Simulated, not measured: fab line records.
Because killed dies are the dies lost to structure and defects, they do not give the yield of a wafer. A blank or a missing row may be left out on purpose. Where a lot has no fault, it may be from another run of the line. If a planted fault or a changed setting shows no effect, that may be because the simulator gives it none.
Matching of chambers | flow n5 finfet | ald sin-01 running N5_FIN_SAQP_SPACER2_ALD_28: 4 sister chambers
The step deposits SiO2, target thk 8.1 nm, pulse time 1 s, purge time 2 s. 16 wafers are shown with their chamber, then 8 later ones without.

== WAFERS, EACH WITH ITS CHAMBER ==
wafer  | chamber | heater power w (W) | precursor pulse height rel
L075.3 | 0       | 464                | 1.001
L075.4 | 2       | 453                | 0.997
L075.6 | 2       | 462                | 1.024
L081.2 | 1       | 476                | 0.970
L081.4 | 2       | 458                | 1.008
L081.5 | 1       | 468                | 1.031
L083.2 | 0       | 460                | 1.067
L083.4 | 2       | 458                | 1.008
L083.5 | 3       | 461                | 0.991
L088.2 | 0       | 444                | 0.959
L088.3 | 2       | 453                | 1.039
L088.5 | 2       | 471                | 0.987
L089.2 | 3       | 490                | 1.003
L089.4 | 2       | 460                | 0.991
L089.6 | 0       | 443                | 0.972
L090.1 | 2       | 468                | 1.010

SIGNATURES (means of the wafers above)
reading                    | chamber 0 | chamber 1 | chamber 2 | chamber 3 | scatter within a chamber
heater power w             | 452.75    | 472.00    | 460.38    | 475.50    | 9.56
precursor pulse height rel | 0.99975   | 1.00050   | 1.00800   | 0.99700   | 0.0302
Rule: a wafer's distance from a chamber is the root of the sum, over the readings, of the square of ((its reading less the chamber's mean) divided by the reading's scatter). If the next closest chamber is less than 2 further off than the closest, the wafer can't be placed; otherwise it belongs to the closest. The scatter: take each reading less its chamber's mean, square it, sum over the shown wafers, divide by the number of wafers less the number of chambers, and take the root.

== WAFERS WITHOUT THEIR CHAMBER ==
wafer  | heater power w (W) | precursor pulse height rel
L090.5 | 477                | 1.012
L090.6 | 452                | 1.012
L091.2 | 486                | 0.982
L091.4 | 461                | 0.980
L091.6 | 455                | 1.018
L093.3 | 498                | 1.006
L093.4 | 441                | 0.958
L093.5 | 492                | 1.000

== CHAMBER TAKEN BY EACH ==
wafer  | from the rows above               | in truth
L090.5 | can't be placed: 3 or 1 or 2      | 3
L090.6 | can't be placed: 0 or 2 or 1      | 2
L091.2 | can't be placed: 3 or 1 or 2      | 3
L091.4 | can't be placed: 2 or 0 or 1 or 3 | 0
L091.6 | can't be placed: 0 or 2 or 1 or 3 | 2
L093.3 | can't be placed: 3 or 1 or 2      | 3
L093.4 | can't be placed: 0 or 2 or 1 or 3 | 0
L093.5 | can't be placed: 3 or 1 or 2      | 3
Correct placement for 0 of the 8. Cannot be placed on the basis of these rows: 8; the candidates contain the true chamber in 8. Placed wrongly: 0.
